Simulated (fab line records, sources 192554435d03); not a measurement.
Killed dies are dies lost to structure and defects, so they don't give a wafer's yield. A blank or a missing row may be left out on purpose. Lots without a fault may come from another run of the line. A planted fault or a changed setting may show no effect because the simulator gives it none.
fab line records | flow n5_finfet
record lots=6 wafers=18 last_day=15
route steps=1938 shown FIN_SAQP@96 BEOL_M4@1111 PASSIVATION@1936
lots that met no fault: from a run of the same line without faults
start_h: hours from the record's first day to the start of the lot's first wafer shown | wait_h: hours since the lot's step before | " the same as in the row above | L1.1+2: a row that stands for several wafers | - no value, or no start given | * or withheld: withheld | < > ~ a bound
route shown NAME@n: a module of which the file shows steps, and the number in the route of the first | usual: mean/standard deviation of fault-free wafers | same: alike in all rows | chamber/n: place in a boat | sites: the reading at each site | _std_site: their standard deviation | _edge_site: outer sites' mean less inner sites' | radius_mm: how far each site lies from the wafer's centre | mask NAME#n: copy n | behind: the tool/chamber that last shaped the wafer | hold: why the lot was held/for how many hours/how that ended | device: the transistor (n, p or np) that didn't switch | end of line: the same wafers' tests at the end of the route | a step without rows: its recipe alone | killed: dies lost to structure and defects at the first sort, not the wafer's yield | map: a wafer's dies, x killed, . not, _ none there
set.NAME: the setting as run; set.NAME@STEP: as run at that earlier step | model.NAME: the simulator's own value behind a step, which no gauge read
lots at some steps of the route; a table a step, a row a wafer
services: from which hour (start_h, from the record's first day; less than 0 if before it) a tool's chamber was out of use, for how many hours, and why
## steps
# step N5_FIN_SAQP_HM_DEP_03
# recipe material=SiNx target_thk_a=380 temp_c=400 precursor=SiH4/NH3/N2 pressure_torr=1.5 rf_w=300 time_s=33.6
# usual heater_power_w=753/100 showerhead_plenum_p_Torr=5.16/0.033 throttle_valve_pct=40.3/1.9
# columns lot.wafer tool chamber start_h wait_h heater_power_w showerhead_plenum_p_Torr throttle_valve_pct
L817.2 pecvd-01 0 27.30 0.2 889 5.22 41.1
L817.4 " 1 " " 926 5.15 41.0
L817.6 " 1 " " 902 5.14 41.1
L823.1 pecvd-01 1 62.80 0.2 921 5.14 40.9
L823.4 " 0 " " 864 5.21 41.5
L823.6 " 2 " " 661 5.20 37.1
L825.1 pecvd-03 0 75.67 0.3 665 5.13 38.2
L825.3 " 2 " " 835 5.14 40.6
L825.6 " 2 " " 880 5.13 40.7
L828.2 pecvd-03 0 93.28 0.2 685 5.15 38.2
L828.5 " 1 " " 576 5.13 40.6
L828.6 " 2 " " 851 5.13 40.5
L831.1 pecvd-04 0 111.49 0.2 726 5.21 42.9
L831.2 " 1 " " 692 5.14 42.6
L831.3 " 2 " " 698 5.14 37.6
L833.1 pecvd-04 2 123.07 0.2 668 5.16 37.7
L833.5 " 0 " " 734 5.22 42.9
L833.6 " 1 " " 705 5.12 42.5
# step N5_FIN_SAQP_THK_MEAS_05
# usual thk_nm=38.1/0.62
# columns lot.wafer tool chamber start_h wait_h thk_nm
L817.2 film_metro-01 - 27.42 0.1 37.3
L817.4 " - " " 38.0
L817.6 " - " " 37.8
L823.1 film_metro-01 - 62.89 0.1 37.7
L823.4 " - " " 38.4
L823.6 " - " " 37.9
L825.1 film_metro-01 - 75.78 0.1 37.9
L825.3 " - " " 38.6
L825.6 " - " " 38.5
L828.2 film_metro-01 - 93.37 0.1 38.6
L828.5 " - " " 38.9
L828.6 " - " " 39.3
L831.1 film_metro-02 - 111.58 0.1 38.2
L831.2 " - " " 36.4
L831.3 " - " " 37.0
L833.1 film_metro-02 - 123.16 0.1 37.0
L833.5 " - " " 38.3
L833.6 " - " " 37.6
# step N5_FIN_SAQP_PECVD_47
# recipe material=a-Si target_thk_a=450 temp_c=400 precursor=SiH4/He pressure_torr=3 rf_w=100 time_s=36.3
# usual heater_power_w=813/91 showerhead_plenum_p_Torr=5.680/0.025 throttle_valve_pct=18.3/0.85
# columns lot.wafer tool chamber start_h wait_h heater_power_w showerhead_plenum_p_Torr throttle_valve_pct
L817.2 pecvd-03 2 27.45 0.0 925 5.673 18.2
L817.4 " 0 " " 777 5.666 17.1
L817.6 " 1 " " 678 5.664 18.5
L823.1 pecvd-04 1 62.93 0.0 823 5.640 19.4
L823.4 " 0 " " 792 5.726 19.6
L823.6 " 1 " " 817 5.652 19.2
L825.1 pecvd-03 2 75.82 0.0 937 5.667 18.5
L825.3 " 2 " " 925 5.649 18.2
L825.6 " 2 " " 911 5.657 18.6
L828.2 pecvd-04 1 93.40 0.0 707 5.653 19.4
L828.5 " 0 " " 671 5.727 19.5
L828.6 " 2 " " 824 5.666 17.4
L831.1 pecvd-01 0 111.61 0.0 954 5.732 19.2
L831.2 " 2 " " 762 5.704 17.1
L831.3 " 1 " " 890 5.663 18.5
L833.1 pecvd-03 1 123.20 0.0 669 5.669 18.6
L833.5 " 0 " " 783 5.668 17.3
L833.6 " 2 " " 949 5.660 18.8
# step N5_FIN_SAQP_PECVD_48
# recipe material=SiNx target_thk_a=250 temp_c=400 precursor=SiH4/NH3/N2 pressure_torr=1.5 rf_w=300 time_s=22.1
# usual heater_power_w=748/98 showerhead_plenum_p_Torr=5.16/0.033 throttle_valve_pct=40.2/1.9
# columns lot.wafer tool chamber start_h wait_h heater_power_w showerhead_plenum_p_Torr throttle_valve_pct
L817.2 pecvd-03 2 27.50 0.0 858 5.14 40.5
L817.4 " 0 " " 704 5.14 37.9
L817.6 " 1 " " 595 5.14 40.6
L823.1 pecvd-04 1 62.97 0.0 762 5.13 42.4
L823.4 " 0 " " 716 5.19 43.0
L823.6 " 1 " " 732 5.13 42.4
L825.1 pecvd-03 2 75.88 0.0 832 5.14 40.4
L825.3 " 2 " " 836 5.13 40.3
L825.6 " 2 " " 827 5.14 40.5
L828.2 pecvd-04 2 93.45 0.0 656 5.15 37.3
L828.5 " 2 " " 658 5.16 37.4
L828.6 " 1 " " 727 5.12 42.5
L831.1 pecvd-01 0 111.66 0.0 781 5.22 41.8
L831.2 " 2 " " 753 5.20 37.1
L831.3 " 1 " " 943 5.13 41.2
L833.1 pecvd-03 1 123.24 0.0 544 5.13 40.6
L833.5 " 0 " " 710 5.15 38.2
L833.6 " 2 " " 860 5.14 40.4
# step N5_FIN_SAQP_PECVD_06
# recipe material=a-Si target_thk_a=600 temp_c=400 precursor=SiH4/He pressure_torr=3 rf_w=100 time_s=48.1
# usual heater_power_w=810/99 showerhead_plenum_p_Torr=5.680/0.025 throttle_valve_pct=18.3/0.86
# columns lot.wafer tool chamber start_h wait_h heater_power_w showerhead_plenum_p_Torr throttle_valve_pct
L817.2 pecvd-03 2 27.53 0.0 846 5.654 18.3
L817.4 " 0 " " 769 5.658 17.4
L817.6 " 1 " " 674 5.671 18.6
L823.1 pecvd-04 1 63.01 0.0 717 5.654 19.1
L823.4 " 0 " " 753 5.711 19.5
L823.6 " 1 " " 756 5.671 19.3
L825.1 pecvd-03 2 75.94 0.0 910 5.650 18.6
L825.3 " 2 " " 902 5.674 18.7
L825.6 " 2 " " 893 5.655 18.3
L828.2 pecvd-04 2 93.51 0.0 790 5.673 17.0
L828.5 " 1 " " 767 5.653 19.5
L828.6 " 2 " " 815 5.672 16.7
L831.1 pecvd-01 0 111.70 0.0 950 5.712 19.0
L831.2 " 2 " " 849 5.706 17.0
L831.3 " 1 " " 926 5.666 18.9
L833.1 pecvd-03 1 123.28 0.0 665 5.650 18.6
L833.5 " 0 " " 835 5.659 17.8
L833.6 " 2 " " 944 5.674 18.9
# step N5_FIN_SAQP_THK_MEAS_07
# usual thk_nm=60.2/0.84
# columns lot.wafer tool chamber start_h wait_h thk_nm
L817.2 film_metro-02 - 27.62 0.1 58.4
L817.4 " - " " 61.4
L817.6 " - " " 60.5
L823.1 film_metro-01 - 63.10 0.1 58.6
L823.4 " - " " 61.5
L823.6 " - " " 60.7
L825.1 film_metro-02 - 76.06 0.1 60.0
L825.3 " - " " 60.0
L825.6 " - " " 60.2
L828.2 film_metro-02 - 93.62 0.1 59.8
L828.5 " - " " 59.5
L828.6 " - " " 61.2
L831.1 film_metro-02 - 111.78 0.1 59.6
L831.2 " - " " 59.0
L831.3 " - " " 59.2
L833.1 film_metro-01 - 123.37 0.1 59.7
L833.5 " - " " 62.3
L833.6 " - " " 60.2
# step N5_FIN_SAQP_HM_DEP_72
# recipe material=SiO2 target_thk_a=120 temp_c=400 precursor=SiH4/N2O pressure_torr=0.75 rf_w=275 time_s=7.2
# usual heater_power_w=758/110 showerhead_plenum_p_Torr=8.19/0.069
# columns lot.wafer tool chamber start_h wait_h heater_power_w showerhead_plenum_p_Torr
L817.2 pecvd-04 1 27.66 0.0 725 8.11
L817.4 " 0 " " 722 8.29
L817.6 " 2 " " 678 8.15
L823.1 pecvd-03 2 63.14 0.0 845 8.15
L823.4 " 1 " " 579 8.12
L823.6 " 2 " " 849 8.11
L825.1 pecvd-01 2 76.10 0.0 639 8.27
L825.3 " 0 " " 856 8.27
L825.6 " 2 " " 670 8.24
L828.2 pecvd-01 0 93.66 0.0 892 8.30
L828.5 " 0 " " 873 8.27
L828.6 " 2 " " 751 8.25
L831.1 pecvd-04 2 111.82 0.0 672 8.15
L831.2 " 0 " " 691 8.27
L831.3 " 1 " " 767 8.10
L833.1 pecvd-01 0 123.40 0.0 909 8.28
L833.5 " 0 " " 922 8.29
L833.6 " 2 " " 779 8.25
# step N5_FIN_SAQP_COAT_49
# recipe resist=SOC temp_c=250 time_s=60 spin_rpm=1500 resist_thk_nm=100
# step N5_FIN_SAQP_COAT_50
# recipe resist=SiARC temp_c=220 time_s=60 spin_rpm=1500 resist_thk_nm=35
# step N5_FIN_SAQP_COAT_10
# recipe resist=CAR-ArF spin_rpm=1500 resist_thk_nm=90
# step N5_FIN_SAQP_EBR_12
# recipe solvent=PGMEA ebr_width_mm=1.5
# step N5_FIN_SAQP_SOFTBAKE_11
# recipe temp_c=110 time_s=60 resist=CAR-ArF
# step N5_FIN_SAQP_EXPOSE_13
# recipe mask_id=FIN_CORE na=1.35 source_shape=dipole sigma_inner=0.538 sigma_outer=0.738 polarization=te target_cd_nm=35.6 dose_mj=63.25
# usual exposure_dose_mJ_cm2=63.22/0.07
# columns lot.wafer tool chamber start_h wait_h mask exposure_dose_mJ_cm2
L817.2 arfi_scanner-03 0 27.86 - FIN_CORE#0 63.16
L817.4 " 0 " " FIN_CORE#0 63.12
L817.6 " 0 " " FIN_CORE#0 63.14
L823.1 arfi_scanner-03 0 63.45 - FIN_CORE#0 60.71
L823.4 " 0 " " FIN_CORE#0 60.68
L823.6 " 0 " " FIN_CORE#0 60.74
L825.1 arfi_scanner-03 0 76.41 - FIN_CORE#0 61.17
L825.3 " 0 " " FIN_CORE#0 61.14
L825.6 " 0 " " FIN_CORE#0 61.16
L828.2 arfi_scanner-02 0 93.86 - FIN_CORE#0 63.09
L828.5 " 0 " " FIN_CORE#0 63.18
L828.6 " 0 " " FIN_CORE#0 63.15
L831.1 arfi_scanner-01 0 112.14 - FIN_CORE#0 63.25
L831.2 " 0 " " FIN_CORE#0 63.23
L831.3 " 0 " " FIN_CORE#0 63.18
L833.1 arfi_scanner-02 0 123.72 - FIN_CORE#0 63.23
L833.5 " 0 " " FIN_CORE#0 63.15
L833.6 " 0 " " FIN_CORE#0 63.22
# step N5_FIN_SAQP_PEB_14
# recipe peb_temp_c=withheld peb_time_s=60 resist=CAR-ArF
# step N5_BEOL_M4_RC_MEAS_101
# usual DIBL_N=36.8/2.2 DIBL_P=37.0/2.8 IOFF_N=0.18/0.043 IOFF_P=0.23/0.05 ION_N=680/14 ION_P=466/9.1 SS_N=71.7/0.74 SS_P=73.5/0.79 VT_N=248/4 VT_P=-249/4.1
# columns lot.wafer tool chamber start_h wait_h DIBL_N[mV/V] DIBL_P[mV/V] IOFF_N[nA/um] IOFF_P[nA/um] ION_N[uA/um] ION_P[uA/um] SS_N[mV/dec] SS_P[mV/dec] VT_N[mV] VT_P[mV]
L817.2 prober-02 0 177.73 0.2 40.2 40.4 0.23 0.26 689 467 72.2 74.0 244 -250
L817.4 " 0 " " 39.7 40.0 0.22 0.25 684 464 72.6 74.9 245 -251
L817.6 " 0 " " 36.5 35.5 0.14 0.19 670 459 70.8 73.4 248 -252
L823.1 prober-02 0 203.33 0.0 37.4 36.4 0.17 0.24 682 468 72.3 73.7 250 -248
L823.4 " 0 " " 37.2 36.4 0.16 0.23 680 468 71.4 73.6 247 -246
L823.6 " 0 " " 34.5 33.6 0.12 0.18 671 466 71.1 72.3 253 -253
L825.1 prober-01 0 230.83 0.0 37.5 37.8 0.20 0.26 682 465 71.9 74.0 247 -246
L825.3 " 0 " " 33.7 33.3 0.12 0.18 662 459 70.4 72.1 252 -252
L825.6 " 0 " " 36.7 36.0 0.17 0.23 667 462 72.1 73.5 248 -247
L828.2 prober-01 0 238.19 0.2 40.5 39.2 0.29 0.30 709 470 73.3 73.4 243 -247
L828.5 " 0 " " 34.3 31.9 0.13 0.17 668 459 70.6 71.5 254 -252
L828.6 " 0 " " 38.1 36.7 0.22 0.25 704 475 72.0 73.3 244 -248
L831.1 prober-01 0 253.26 0.0 31.9 30.1 0.09 0.16 634 451 70.6 73.1 260 -252
L831.2 " 0 " " 35.7 34.7 0.15 0.23 674 467 71.0 73.3 250 -249
L831.3 " 0 " " 36.2 35.9 0.16 0.24 673 468 71.7 73.4 249 -247
L833.1 prober-02 0 260.66 0.0 38.3 35.9 0.17 0.24 680 472 71.2 72.7 247 -248
L833.5 " 0 " " 39.6 37.6 0.21 0.28 688 472 72.2 73.5 245 -243
L833.6 " 0 " " 36.5 32.5 0.13 0.19 666 464 71.9 72.2 253 -252
# step N5_PASSIVATION_PROBE_49
# usual defect_limited_yield=91.4/1.5 killed_at_M0_to_M3=36/11 killed_at_M4_up=14/6 killed_at_contacts=11/6 killed_at_front_end=37/11 killed_at_other=4/3.4 killed_dies=102/18 killed_open=66/13 killed_short=34/7.8 sort_bin_4_leakage=0.00/0.017 sort_bin_5_function=5.0/0.97 sort_bin_6_memory=3.2/0.7 sort_bin_8_speed=0.0/0.38 sort_n_pass=1078/19 sort_yield_pct=91.3/1.6
# same gross_dies=1180 killed_at_back_side=0
# columns lot.wafer tool chamber start_h wait_h defect_limited_yield[%] killed_at_M0_to_M3 killed_at_M4_up killed_at_contacts killed_at_front_end killed_at_other killed_dies killed_open killed_short sort_bin_4_leakage[%] sort_bin_5_function[%] sort_bin_6_memory[%] sort_bin_8_speed[%] sort_n_pass sort_yield_pct[%]
L817.2 prober-01 - 286.97 0.1 93.6 17 11 7 39 2 76 43 30 0 4.0 2.3 0 1104 93.6
L817.4 prober-01 - 287.07 0.2 94.1 24 12 5 29 0 70 46 23 0 4.1 1.9 0 1110 94.1
L817.6 prober-01 - 287.17 0.3 90.4 43 15 16 37 2 113 81 31 0 5.5 3.9 0 1067 90.4
L823.1 prober-01 - 306.27 0.0 91.9 32 17 9 34 4 96 65 31 0 4.7 3.0 0 1084 91.9
L823.4 prober-01 - 306.42 0.2 90.8 50 10 8 38 2 108 73 33 0 5.1 3.9 0 1072 90.8
L823.6 prober-01 - 306.52 0.3 91.8 31 16 10 36 4 97 57 36 0 5.4 2.5 0 1083 91.8
L825.1 prober-02 - 332.43 0.0 90.1 55 15 10 33 4 117 81 35 0 5.4 3.9 0 1063 90.1
L825.3 prober-02 - 332.53 0.1 91.8 45 19 7 21 5 97 58 39 0 5.0 2.6 0 1083 91.8
L828.2 prober-02 - 344.68 0.8 91.5 40 13 13 31 3 100 53 46 0.08 5.0 3.4 0 1079 91.4
L828.5 prober-02 - 344.83 1.0 93.4 37 10 7 23 1 78 47 30 0 3.4 3.0 0 1102 93.4
L828.6 prober-02 - 344.88 1.0 91.0 35 21 15 32 3 106 62 41 0 4.9 3.9 0 1074 91.0
L831.1 prober-02 - 352.94 0.0 90.7 45 18 9 30 8 110 61 48 0 5.6 3.3 3.9 1024 86.8
L831.2 prober-02 - 352.99 0.1 91.1 35 17 10 37 6 105 67 38 0 5.4 3.2 0 1075 91.1
L831.3 prober-02 - 353.04 0.1 91.9 43 10 9 31 3 96 62 33 0 4.4 3.6 0 1084 91.9
L833.1 prober-01 - 363.57 0.0 91.9 26 18 13 39 0 96 62 33 0 4.2 3.5 0 1084 91.9
L833.5 prober-01 - 363.77 0.2 93.2 25 5 20 28 2 80 50 30 0 4.0 2.3 0 1100 93.2
L833.6 prober-01 - 363.82 0.3 91.7 32 11 16 37 2 98 58 38 0 4.9 3.1 0 1082 91.7
# killed by level:class
L817.2 FIN_SAQP:geometric_particle:short=10 ILD0:geometric_particle:short=7 BEOL_M4:geometric_particle:open=6 ILD0:geometric_particle:open=5 MOL_CONTACT_COAG:geometric_particle:open=5 STI_FIN_REVEAL:geometric_particle:open=4 BEOL_M0_SAQP:geometric_particle:open=4 BEOL_M0_SAQP:geometric_particle:short=4
L817.4 BEOL_M3:geometric_particle:open=8 GATE_CUT:geometric_particle:short=6 BEOL_M6:geometric_particle:open=5 ILD0:geometric_particle:open=5 BEOL_M2:geometric_particle:open=5 BEOL_M0_SAQP:geometric_particle:open=4 FIN_SAQP:geometric_particle:short=3 DUMMY_GATE:geometric_particle:open=3
L817.6 BEOL_M2:geometric_particle:open=14 MOL_CONTACT_COAG:geometric_particle:open=11 BEOL_M0_SAQP:geometric_particle:open=9 BEOL_M3:geometric_particle:open=9 FIN_SAQP:geometric_particle:short=7 DUMMY_GATE:geometric_particle:open=7 FIN_SAQP:geometric_particle:open=6 STI_FIN_REVEAL:geometric_particle:open=6
L823.1 BEOL_M3:geometric_particle:open=9 STI_FIN_REVEAL:geometric_particle:open=7 MOL_CONTACT_COAG:geometric_particle:open=7 DUMMY_GATE:geometric_particle:open=6 BEOL_M0_SAQP:geometric_particle:short=5 ILD0:geometric_particle:open=4 BEOL_M0_SAQP:geometric_particle:open=4 BEOL_M4:geometric_particle:open=4
L823.4 BEOL_M3:geometric_particle:open=17 BEOL_M0_SAQP:geometric_particle:short=12 FIN_SAQP:geometric_particle:open=7 MOL_CONTACT_COAG:geometric_particle:open=7 BEOL_M0_SAQP:geometric_particle:open=7 STI_FIN_REVEAL:geometric_particle:open=5 BEOL_M5:geometric_particle:open=5 FIN_CUT:geometric_particle:open=4
L823.6 BEOL_M4:geometric_particle:open=9 FIN_SAQP:geometric_particle:short=8 BEOL_M1:geometric_particle:open=8 BEOL_M0_SAQP:geometric_particle:short=6 GATE_CUT:geometric_particle:short=6 STI_FIN_REVEAL:geometric_particle:open=5 MOL_CONTACT_COAG:geometric_particle:short=5 BEOL_M2:geometric_particle:open=5
L825.1 BEOL_M0_SAQP:geometric_particle:open=17 BEOL_M1:geometric_particle:open=13 FIN_SAQP:geometric_particle:open=11 MOL_CONTACT_COAG:geometric_particle:open=9 BEOL_M0_SAQP:geometric_particle:short=9 FIN_SAQP:geometric_particle:short=7 BEOL_M2:geometric_particle:open=7 BEOL_M4:geometric_particle:open=7
L825.3 BEOL_M3:geometric_particle:open=13 BEOL_M0_SAQP:geometric_particle:short=11 MOL_CONTACT_COAG:geometric_particle:open=7 BEOL_M0_SAQP:geometric_particle:open=6 BEOL_M3:geometric_particle:short=6 BEOL_M5:geometric_particle:open=5 BEOL_M0:geometric_particle:open=4 BEOL_M4:geometric_particle:open=4
L828.2 BEOL_M0_SAQP:geometric_particle:short=10 MOL_CONTACT_COAG:geometric_particle:open=9 BEOL_M3:geometric_particle:short=9 GATE_CUT:geometric_particle:short=7 BEOL_M3:geometric_particle:open=7 BEOL_M4:geometric_particle:open=7 FIN_SAQP:geometric_particle:open=6 BEOL_M0_SAQP:geometric_particle:open=6
L828.5 BEOL_M3:geometric_particle:open=10 BEOL_M0_SAQP:geometric_particle:open=9 BEOL_M0_SAQP:geometric_particle:short=8 FIN_SAQP:geometric_particle:short=7 MOL_CONTACT_COAG:geometric_particle:open=6 DUMMY_GATE:geometric_particle:open=3 GATE_CUT:geometric_particle:short=3 BEOL_M1:geometric_particle:open=3
L828.6 BEOL_M0_SAQP:geometric_particle:short=12 BEOL_M0_SAQP:geometric_particle:open=10 MOL_CONTACT_COAG:geometric_particle:open=8 BEOL_M4:geometric_particle:open=7 FIN_SAQP:geometric_particle:open=6 FIN_SAQP:geometric_particle:short=6 MOL_CONTACT_COAG:geometric_particle:short=6 DUMMY_GATE:geometric_particle:open=5
L831.1 BEOL_M0_SAQP:geometric_particle:open=8 BEOL_M4:geometric_particle:open=8 BEOL_M3:geometric_particle:open=8 FIN_SAQP:geometric_particle:short=7 MOL_CONTACT_COAG:geometric_particle:open=7 BEOL_M0_SAQP:geometric_particle:short=7 STI_FIN_REVEAL:geometric_particle:open=6 BEOL_M2:geometric_particle:short=6
L831.2 BEOL_M0_SAQP:geometric_particle:short=11 STI_FIN_REVEAL:geometric_particle:open=10 MOL_CONTACT_COAG:geometric_particle:open=8 BEOL_M4:geometric_particle:open=8 BEOL_M0_SAQP:geometric_particle:open=7 BEOL_M3:geometric_particle:open=7 FIN_SAQP:geometric_particle:open=5 STI_FIN_REVEAL:geometric_particle:short=5
L831.3 BEOL_M0_SAQP:geometric_particle:open=12 FIN_SAQP:geometric_particle:short=10 FIN_SAQP:geometric_particle:open=8 MOL_CONTACT_COAG:geometric_particle:open=6 BEOL_M0_SAQP:geometric_particle:short=6 BEOL_M2:geometric_particle:open=6 BEOL_M3:geometric_particle:open=6 BEOL_M2:geometric_particle:short=5
L833.1 MOL_CONTACT_COAG:geometric_particle:open=10 GATE_CUT:geometric_particle:open=9 STI_FIN_REVEAL:geometric_particle:open=7 BEOL_M0_SAQP:geometric_particle:open=6 BEOL_M4:geometric_particle:open=6 BEOL_M2:geometric_particle:open=5 STARTING-WAFER:geometric_particle:short=5 GATE_CUT:geometric_particle:short=4
L833.5 MOL_CONTACT_COAG:geometric_particle:open=16 GATE_CUT:geometric_particle:short=10 STI_FIN_REVEAL:geometric_particle:open=4 MOL_CONTACT_COAG:geometric_particle:short=4 BEOL_M0_SAQP:geometric_particle:short=4 BEOL_M0_SAQP:geometric_particle:open=4 BEOL_M1:geometric_particle:open=4 BEOL_M2:geometric_particle:open=4
L833.6 MOL_CONTACT_COAG:geometric_particle:open=11 GATE_CUT:geometric_particle:short=8 BEOL_M3:geometric_particle:open=8 STI_FIN_REVEAL:geometric_particle:open=7 BEOL_M0_SAQP:geometric_particle:open=6 MOL_CONTACT_COAG:geometric_particle:short=5 BEOL_M0_SAQP:geometric_particle:short=4 BEOL_M0:geometric_particle:open=4
## services
# columns tool chamber start_h hours kind
arfi_scanner-01 - 5.27 4.9 pm
arfi_scanner-03 - 6.03 1.3 pm
arfi_scanner-03 - 13.93 1.0 pm
pecvd-01 2 21.12 - clean
pecvd-01 2 21.12 - consumable_replace:showerhead
arfi_scanner-02 - 22.66 1.0 pm
arfi_scanner-02 - 27.63 1.1 repair
arfi_scanner-02 - 31.60 0.8 repair
pecvd-04 0 36.34 2.1 scheduled_down
pecvd-04 2 51.75 - calibration
arfi_scanner-01 - 63.50 1.3 pm
pecvd-03 1 64.54 5.5 scheduled_down
arfi_scanner-01 - 67.31 1.7 repair
arfi_scanner-02 - 71.20 4.9 pm
pecvd-03 - 80.90 2.8 pm
pecvd-01 1 88.23 5.4 repair
arfi_scanner-03 - 89.75 0.8 pm
arfi_scanner-02 - 90.56 1.3 pm
arfi_scanner-01 - 97.45 1.0 pm
arfi_scanner-02 - 99.15 5.5 pm
arfi_scanner-03 - 99.32 1.0 repair
arfi_scanner-02 - 106.24 2.9 repair
arfi_scanner-03 - 106.46 1.0 pm
arfi_scanner-03 - 115.72 0.7 repair
## key
first_sign step=N5_FIN_SAQP_EXPOSE_13 reading=exposure_dose_mJ_cm2 direction=down sigmas=33 usual=63.22 struck=60.93
effect none on later readings
met_at N5_FIN_SAQP_EXPOSE_13
struck_wafers L823.1,L823.4,L823.6,L825.1,L825.3,L825.6
loop_trim step=N5_FIN_SAQP_EXPOSE_13 setting=dose lots=L825
onset_between 27.86 63.45
fault kind=process_parameter_drift tool=arfi_scanner-03 chamber=- onset_h=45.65 steps=N5_FIN_SAQP_EXPOSE_13 channel=dose_mj offset=-2.5502 shape=step acts_in=these_recipes_only stated=63.25
# loop_trim: a control loop set the setting to another value than it would have without faults
